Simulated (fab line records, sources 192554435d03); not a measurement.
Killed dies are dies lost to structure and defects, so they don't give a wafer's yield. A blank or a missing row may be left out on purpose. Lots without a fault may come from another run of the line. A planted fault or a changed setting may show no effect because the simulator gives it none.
Which tool did it? | flow n5_finfet | 24 lots, 72 wafers sampled, at 6 steps of a route of 1938

WHAT THE GAUGES READ, wafer by wafer
N5_MOL_CONTACT_COAG_OVL_MEAS_85.
lot  | measured     | on         | VG_OVL (nm)
L074 | day 5 06:01  | overlay-02 | 0.5 0.7 -0.2
L075 | day 5 08:24  | overlay-01 | 0.1 -0.3 -0.1
L076 | day 5 13:53  | overlay-02 | 1.2 0.8 0.6
L077 | day 6 01:34  | overlay-01 | -0.3 0.3 0.0
L078 | day 6 05:34  | overlay-02 | -0.3 -0.3 0.0
L079 | day 6 08:18  | overlay-02 | 0.7 -0.6 -0.2
L080 | day 6 15:31  | overlay-01 | 1.5 -0.2 0.5
L081 | day 7 00:04  | overlay-02 | 0.0 -0.8 -0.2
L082 | day 7 07:50  | overlay-02 | 0.4 0.2 0.3
L083 | day 7 07:54  | overlay-01 | -1.6 -1.4 -1.0
L084 | day 7 12:55  | overlay-02 | 1.8 1.3 1.0
L085 | day 8 02:03  | overlay-02 | -0.1 0.8 0.5
L086 | day 8 02:39  | overlay-02 | -0.2 0.6 0.1
L087 | day 8 08:29  | overlay-02 | 0.6 1.2 1.1
L088 | day 8 22:15  | overlay-01 | 0.8 0.2 1.3
L089 | day 8 23:15  | overlay-01 | -0.3 -0.6 -0.5
L090 | day 9 02:22  | overlay-02 | 0.6 -0.1 0.5
L091 | day 9 08:20  | overlay-01 | 0.3 0.0 -0.4
L092 | day 9 16:07  | overlay-02 | -0.5 1.0 0.5
L093 | day 9 19:10  | overlay-01 | -0.5 0.0 -0.8
L094 | day 10 02:53 | overlay-01 | 0.3 0.4 1.9
L095 | day 10 14:25 | overlay-02 | -0.7 0.0 0.2
L096 | day 10 14:56 | overlay-01 | -0.4 0.3 0.1
L097 | day 11 03:47 | overlay-01 | 0.7 -0.2 0.1

N5_MOL_CONTACT_COAG_INSPECT_97: inspects for defects (darkfield).
lot  | measured     | on                | raw_defect_count
L074 | day 5 15:00  | defect_inspect-01 | 37 33 43
L075 | day 5 14:58  | defect_inspect-02 | 17 25 44
L076 | day 5 20:40  | defect_inspect-02 | 37 12 21
L077 | day 6 08:10  | defect_inspect-02 | 43 33 21
L078 | day 6 11:49  | defect_inspect-02 | 53 52 69
L079 | day 6 19:42  | defect_inspect-01 | 72 105 53
L080 | day 7 12:07  | defect_inspect-01 | 24 50 43
L081 | day 7 12:28  | defect_inspect-01 | 60 23 50
L082 | day 7 15:08  | defect_inspect-02 | 35 30 34
L083 | day 7 15:10  | defect_inspect-01 | 46 76 23
L084 | day 7 19:17  | defect_inspect-02 | 54 19 21
L085 | day 8 08:19  | defect_inspect-01 | 16 23 24
L086 | day 8 11:16  | defect_inspect-01 | 55 44 62
L087 | day 8 15:14  | defect_inspect-01 | 34 68 33
L088 | day 9 04:47  | defect_inspect-02 | 24 27 45
L089 | day 9 07:47  | defect_inspect-02 | 21 53 24
L090 | day 9 10:49  | defect_inspect-01 | 42 25 17
L091 | day 9 14:17  | defect_inspect-02 | 34 47 41
L092 | day 9 22:50  | defect_inspect-02 | 50 32 22
L093 | day 10 01:50 | defect_inspect-02 | 36 39 23
L094 | day 10 09:35 | defect_inspect-01 | 31 34 51
L095 | day 10 21:43 | defect_inspect-01 | 29 41 20
L096 | day 11 00:44 | defect_inspect-02 | 29 56 52
L097 | day 11 10:14 | defect_inspect-01 | 60 57 49

WHICH TOOL RAN EACH LOT (tool, then ch and the chambers of the sampled wafers, then the start)
lot  | N5_MOL_CONTACT_COAG_ETCHBACK_135   | N5_MOL_CONTACT_COAG_STRIP_119        | N5_MOL_CONTACT_COAG_ETCH_48        | N5_MOL_CONTACT_COAG_STRIP_72
L074 | rie_diel-02 ch 1,2,3, day 5 06:38  | plasma_asher-01 ch 0,1, day 5 06:53  | rie_diel-02 ch 0,1,2, day 5 08:21  | rie_diel-02 ch 0,1,2, day 5 08:24
L075 | rie_diel-04 ch 0,1,3, day 5 08:55  | plasma_asher-02 ch 0,1, day 5 09:08  | rie_diel-04 ch 0,1,2, day 5 10:16  | rie_diel-04 ch 0,1,2, day 5 10:20
L076 | rie_diel-04 ch 0,3, day 5 14:59    | plasma_asher-01 ch 0,1, day 5 15:12  | rie_diel-04 ch 0,1, day 5 16:34    | rie_diel-04 ch 0,1, day 5 16:37
L077 | rie_diel-02 ch 0,1, day 6 02:22    | plasma_asher-02 ch 0,1, day 6 02:35  | rie_diel-02 ch 0,1,3, day 6 04:05  | rie_diel-02 ch 0,1,3, day 6 04:08
L078 | rie_diel-02 ch 0,1, day 6 06:11    | plasma_asher-02 ch 0,1, day 6 06:25  | rie_diel-03 ch 0,1,2, day 6 07:43  | rie_diel-03 ch 0,1,2, day 6 07:47
L079 | rie_diel-03 ch 0,1, day 6 08:50    | plasma_asher-02 ch 0,1, day 6 09:03  | rie_diel-03 ch 0,3, day 6 15:36    | rie_diel-03 ch 0,3, day 6 15:40
L080 | rie_diel-03 ch 0,1, day 6 17:15    | plasma_asher-02 ch 0,1, day 6 17:28  | rie_diel-03 ch 2,3, day 6 18:45    | rie_diel-03 ch 2,3, day 6 18:48
L081 | rie_diel-02 ch 1,2,3, day 7 00:39  | plasma_asher-01 ch 0,1, day 7 00:53  | rie_diel-02 ch 1,3, day 7 02:29    | rie_diel-02 ch 1,3, day 7 02:32
L082 | rie_diel-04 ch 1,3, day 7 08:22    | plasma_asher-02 ch 0,1, day 7 08:35  | rie_diel-02 ch 2,3, day 7 10:12    | rie_diel-02 ch 2,3, day 7 10:16
L083 | rie_diel-02 ch 1,3, day 7 08:29    | plasma_asher-01 ch 0,1, day 7 08:44  | rie_diel-03 ch 0,2,3, day 7 10:27  | rie_diel-03 ch 0,2,3, day 7 10:31
L084 | rie_diel-04 ch 0,1,3, day 7 13:44  | plasma_asher-02 ch 0,1, day 7 13:58  | rie_diel-03 ch 0,1,2, day 7 15:12  | rie_diel-03 ch 0,1,2, day 7 15:16
L085 | rie_diel-03 ch 1,3, day 8 02:41    | plasma_asher-01 ch 0,1, day 8 02:55  | rie_diel-03 ch 0,1,3, day 8 04:05  | rie_diel-03 ch 0,1,3, day 8 04:08
L086 | rie_diel-03 ch 0,3, day 8 03:11    | plasma_asher-01 ch 0,1, day 8 03:25  | rie_diel-03 ch 0,1, day 8 06:09    | rie_diel-03 ch 0,1, day 8 06:12
L087 | rie_diel-02 ch 0,2,3, day 8 09:14  | plasma_asher-02 ch 0,1, day 8 09:28  | rie_diel-02 ch 0,2,3, day 8 11:10  | rie_diel-02 ch 0,2,3, day 8 11:13
L088 | rie_diel-04 ch 0,1, day 8 23:13    | plasma_asher-01 ch 0,1, day 8 23:26  | rie_diel-02 ch 0,3, day 9 00:41    | rie_diel-02 ch 0,3, day 9 00:44
L089 | rie_diel-03 ch 1,2,3, day 9 00:02  | plasma_asher-01 ch 0,1, day 9 00:16  | rie_diel-03 ch 0,1,3, day 9 01:36  | rie_diel-03 ch 0,1,3, day 9 01:40
L090 | rie_diel-02 ch 0,3, day 9 03:44    | plasma_asher-02 ch 0,1, day 9 03:59  | rie_diel-04 ch 0,2,3, day 9 05:14  | rie_diel-04 ch 0,2,3, day 9 05:17
L091 | rie_diel-02 ch 0,2,3, day 9 08:52  | plasma_asher-02 ch 0,1, day 9 09:05  | rie_diel-02 ch 0,2,3, day 9 10:13  | rie_diel-02 ch 0,2,3, day 9 10:16
L092 | rie_diel-04 ch 1,3, day 9 16:49    | plasma_asher-01 ch 0,1, day 9 17:02  | rie_diel-03 ch 1,2, day 9 18:34    | rie_diel-03 ch 1,2, day 9 18:37
L093 | rie_diel-02 ch 0,1,2, day 9 19:41  | plasma_asher-02 ch 0,1, day 9 19:55  | rie_diel-04 ch 0,1,2, day 9 21:23  | rie_diel-04 ch 0,1,2, day 9 21:26
L094 | rie_diel-04 ch 0,1, day 10 03:33   | plasma_asher-02 ch 0,1, day 10 03:48 | rie_diel-02 ch 0,2,3, day 10 05:04 | rie_diel-02 ch 0,2,3, day 10 05:07
L095 | rie_diel-03 ch 0,1, day 10 15:04   | plasma_asher-01 ch 0,1, day 10 15:17 | rie_diel-02 ch 0,3, day 10 16:47   | rie_diel-02 ch 0,3, day 10 16:50
L096 | rie_diel-04 ch 1,2,3, day 10 15:37 | plasma_asher-02 ch 0,1, day 10 15:50 | rie_diel-03 ch 1,2, day 10 17:04   | rie_diel-03 ch 1,2, day 10 17:07
L097 | rie_diel-02 ch 0,1,2, day 11 04:26 | plasma_asher-02 ch 0,1, day 11 04:39 | rie_diel-03 ch 0,1,2, day 11 06:08 | rie_diel-03 ch 0,1,2, day 11 06:11
- N5_MOL_CONTACT_COAG_ETCHBACK_135: etches SiO2 in CHF3, target depth 25 nm, time 16.7 s.
- N5_MOL_CONTACT_COAG_STRIP_119: strips in N2/H2, time 30 s.
- N5_MOL_CONTACT_COAG_ETCH_48: etches SiOC in C4F6/O2, target depth 15 nm, overetch 4.5 nm, time 17 s.
- N5_MOL_CONTACT_COAG_STRIP_72: strips in N2/H2.

WHAT THE TOOLS THEMSELVES READ (means of the sampled wafers that have a number; where no wafer has one, the mark that the record gives instead)
N5_MOL_CONTACT_COAG_ETCHBACK_135.
lot  | tool        | drypump_motor_current_A (A) | oes_product_au (a.u.) | rf_vpp_V (V) | showerhead_plenum_p_Torr (Torr) | throttle_valve_pct (%)
L074 | rie_diel-02 | 5.0                         | 0.77                  | 522          | 2.38                            | 18.69
L075 | rie_diel-04 | 5.9                         | 0.79                  | 526          | 2.45                            | 18.79
L076 | rie_diel-04 | 5.5                         | 0.83                  | 525          | 2.47                            | 18.62
L077 | rie_diel-02 | 5.8                         | 0.72                  | 516          | 2.30                            | 18.74
L078 | rie_diel-02 | 5.3                         | 0.77                  | 519          | 2.36                            | 18.59
L079 | rie_diel-03 | 5.8                         | 0.95                  | 520          | 2.47                            | 18.46
L080 | rie_diel-03 | 5.9                         | 0.91                  | 521          | 2.49                            | 18.51
L081 | rie_diel-02 | 5.0                         | 0.83                  | 523          | 2.37                            | 18.58
L082 | rie_diel-04 | 5.8                         | 0.83                  | 529          | 2.51                            | 18.68
L083 | rie_diel-02 | 4.8                         | 0.76                  | 523          | 2.38                            | 18.69
L084 | rie_diel-04 | 5.9                         | 0.76                  | 527          | 2.45                            | 18.83
L085 | rie_diel-03 | 5.2                         | 0.80                  | 525          | 2.39                            | 18.68
L086 | rie_diel-03 | 5.3                         | 0.77                  | 526          | 2.41                            | 18.73
L087 | rie_diel-02 | 5.5                         | 0.87                  | 522          | 2.41                            | 18.58
L088 | rie_diel-04 | 6.3                         | 0.82                  | 529          | 2.42                            | 18.89
L089 | rie_diel-03 | 5.3                         | 0.87                  | 522          | 2.38                            | 18.53
L090 | rie_diel-02 | 5.7                         | 0.87                  | 522          | 2.48                            | 18.56
L091 | rie_diel-02 | 5.5                         | 0.85                  | 521          | 2.41                            | 18.58
L092 | rie_diel-04 | 6.2                         | 0.77                  | 532          | 2.48                            | 18.89
L093 | rie_diel-02 | 5.5                         | 0.87                  | 522          | 2.42                            | 18.49
L094 | rie_diel-04 | 6.1                         | 0.86                  | 524          | 2.37                            | 18.72
L095 | rie_diel-03 | 5.9                         | 0.85                  | 521          | 2.47                            | 18.57
L096 | rie_diel-04 | 5.9                         | 0.78                  | 527          | 2.45                            | 18.83
L097 | rie_diel-02 | 5.5                         | 0.86                  | 521          | 2.42                            | 18.52

N5_MOL_CONTACT_COAG_STRIP_119.
lot  | tool            | drypump_motor_current_A (A) | heater_power_w (W)
L074 | plasma_asher-01 | 6.55                        | 310
L075 | plasma_asher-02 | 6.02                        | 337
L076 | plasma_asher-01 | 6.54                        | 303
L077 | plasma_asher-02 | 6.01                        | 337
L078 | plasma_asher-02 | 6.02                        | 339
L079 | plasma_asher-02 | 6.02                        | 339
L080 | plasma_asher-02 | 6.08                        | 344
L081 | plasma_asher-01 | 6.33                        | 301
L082 | plasma_asher-02 | 6.04                        | 338
L083 | plasma_asher-01 | 6.33                        | 300
L084 | plasma_asher-02 | 6.07                        | 343
L085 | plasma_asher-01 | 6.55                        | 306
L086 | plasma_asher-01 | 6.56                        | 306
L087 | plasma_asher-02 | 6.08                        | 343
L088 | plasma_asher-01 | 6.54                        | 306
L089 | plasma_asher-01 | 6.33                        | 302
L090 | plasma_asher-02 | 6.08                        | 345
L091 | plasma_asher-02 | 6.09                        | 341
L092 | plasma_asher-01 | 6.36                        | 303
L093 | plasma_asher-02 | 6.02                        | 336
L094 | plasma_asher-02 | 6.03                        | 337
L095 | plasma_asher-01 | 6.56                        | 305
L096 | plasma_asher-02 | 6.08                        | 340
L097 | plasma_asher-02 | 6.09                        | 345

N5_MOL_CONTACT_COAG_ETCH_48.
lot  | tool        | drypump_motor_current_A (A) | oes_product_au (a.u.) | rf_vpp_V (V) | showerhead_plenum_p_Torr (Torr) | throttle_valve_pct (%)
L074 | rie_diel-02 | 5.5                         | 0.60                  | 1575         | 2.79                            | 40.53
L075 | rie_diel-04 | 6.1                         | 0.64                  | 1593         | 2.87                            | 40.75
L076 | rie_diel-04 | 6.1                         | 0.61                  | 1589         | 2.85                            | 40.80
L077 | rie_diel-02 | 5.3                         | 0.60                  | 1575         | 2.80                            | 40.37
L078 | rie_diel-03 | 5.7                         | 0.70                  | 1579         | 2.90                            | 40.44
L079 | rie_diel-03 | 5.3                         | 0.64                  | 1597         | 2.88                            | 40.30
L080 | rie_diel-03 | 5.1                         | 0.62                  | 1595         | 2.81                            | 40.37
L081 | rie_diel-02 | 4.8                         | 0.66                  | 1585         | 2.86                            | 40.25
L082 | rie_diel-02 | 5.0                         | 0.68                  | 1584         | 2.82                            | 40.53
L083 | rie_diel-03 | 5.4                         | 0.61                  | 1587         | 2.87                            | 40.42
L084 | rie_diel-03 | 5.7                         | 0.70                  | 1579         | 2.90                            | 40.46
L085 | rie_diel-03 | 5.5                         | 0.71                  | 1587         | 2.90                            | 40.35
L086 | rie_diel-03 | 5.9                         | 0.75                  | 1581         | 2.96                            | 40.41
L087 | rie_diel-02 | 5.5                         | 0.73                  | 1583         | 2.88                            | 40.50
L088 | rie_diel-02 | 5.2                         | 0.66                  | 1584         | 2.89                            | 40.37
L089 | rie_diel-03 | 5.5                         | 0.66                  | 1586         | 2.90                            | 40.35
L090 | rie_diel-04 | 5.6                         | 0.72                  | 1584         | 2.88                            | 40.50
L091 | rie_diel-02 | 5.5                         | 0.74                  | 1584         | 2.88                            | 40.50
L092 | rie_diel-03 | 5.6                         | 0.77                  | 1573         | 2.87                            | 40.26
L093 | rie_diel-04 | 6.0                         | 0.69                  | 1591         | 2.85                            | 40.75
L094 | rie_diel-02 | 5.5                         | 0.71                  | 1582         | 2.88                            | 40.50
L095 | rie_diel-02 | 5.2                         | 0.65                  | 1584         | 2.88                            | 40.38
L096 | rie_diel-03 | 5.6                         | 0.74                  | 1572         | 2.87                            | 40.26
L097 | rie_diel-03 | 5.7                         | 0.70                  | 1579         | 2.88                            | 40.28

N5_MOL_CONTACT_COAG_STRIP_72.
lot  | tool        | bias_power_w (W) | drypump_motor_current_A (A) | oes_product_au (a.u.) | rf_vpp_V (V) | showerhead_plenum_p_Torr (Torr) | throttle_valve_pct (%)
L074 | rie_diel-02 | 7.006            | 5.6                         | 0.74                  | 58.7         | 2.49                            | 23.61
L075 | rie_diel-04 | 6.984            | 6.0                         | 0.76                  | 58.0         | 2.57                            | 23.83
L076 | rie_diel-04 | 6.991            | 6.1                         | 0.71                  | 60.5         | 2.55                            | 23.94
L077 | rie_diel-02 | 7.003            | 5.3                         | 0.74                  | 57.1         | 2.50                            | 23.55
L078 | rie_diel-03 | 7.012            | 5.7                         | 0.85                  | 59.4         | 2.60                            | 23.55
L079 | rie_diel-03 | 7.004            | 5.3                         | 0.78                  | 59.5         | 2.58                            | 23.63
L080 | rie_diel-03 | 6.986            | 5.1                         | 0.72                  | 59.4         | 2.52                            | 23.60
L081 | rie_diel-02 | 7.023            | 4.8                         | 0.81                  | 59.7         | 2.55                            | 23.43
L082 | rie_diel-02 | 7.018            | 5.0                         | 0.81                  | 62.5         | 2.51                            | 23.55
L083 | rie_diel-03 | 7.000            | 5.4                         | 0.77                  | 59.7         | 2.57                            | 23.68
L084 | rie_diel-03 | 7.002            | 5.7                         | 0.84                  | 59.1         | 2.60                            | 23.55
L085 | rie_diel-03 | 6.992            | 5.5                         | 0.84                  | 58.8         | 2.60                            | 23.50
L086 | rie_diel-03 | 6.984            | 5.9                         | 0.89                  | 60.9         | 2.65                            | 23.60
L087 | rie_diel-02 | 6.995            | 5.5                         | 0.86                  | 57.0         | 2.57                            | 23.49
L088 | rie_diel-02 | 6.968            | 5.2                         | 0.80                  | 59.1         | 2.58                            | 23.48
L089 | rie_diel-03 | 6.984            | 5.5                         | 0.82                  | 58.7         | 2.60                            | 23.54
L090 | rie_diel-04 | 7.001            | 5.6                         | 0.87                  | 58.7         | 2.58                            | 23.51
L091 | rie_diel-02 | 7.013            | 5.5                         | 0.85                  | 57.4         | 2.57                            | 23.48
L092 | rie_diel-03 | 7.031            | 5.6                         | 0.91                  | 57.5         | 2.56                            | 23.26
L093 | rie_diel-04 | 7.005            | 6.0                         | 0.83                  | 57.6         | 2.56                            | 23.80
L094 | rie_diel-02 | 6.994            | 5.5                         | 0.85                  | 57.8         | 2.56                            | 23.50
L095 | rie_diel-02 | 6.997            | 5.2                         | 0.78                  | 58.4         | 2.57                            | 23.52
L096 | rie_diel-03 | 6.994            | 5.6                         | 0.90                  | 57.3         | 2.56                            | 23.28
L097 | rie_diel-03 | 6.991            | 5.7                         | 0.87                  | 59.4         | 2.58                            | 23.44

THE ANSWER, worked out from the rows above alone
Rule: what is usual is taken from the lots themselves. Put in order of their means at a reading, lots are off if they are a third of the lots or fewer, leave a main group of 4 or more, and stand apart from it by a gap of 3 or more times the standard deviation of the main group's means; of several such gaps the widest counts. A main group whose means are all the same, to the digits that the tables above print for the reading, isn't used. A lot without any number at a reading at which 4 lots or more have one is off too. The other lots that the step has rows for count as sound. The gauges are gone through in route order, then the tools' own readings, and for those a lot's mean is taken as printed above. The first step at which some lot is off is used, and at that step the reading that is off furthest; a lot without a number counts as furthest.
No lot is off at any reading shown: from this, nothing can be told.

WHAT THE SIMULATOR HAD PUT IN
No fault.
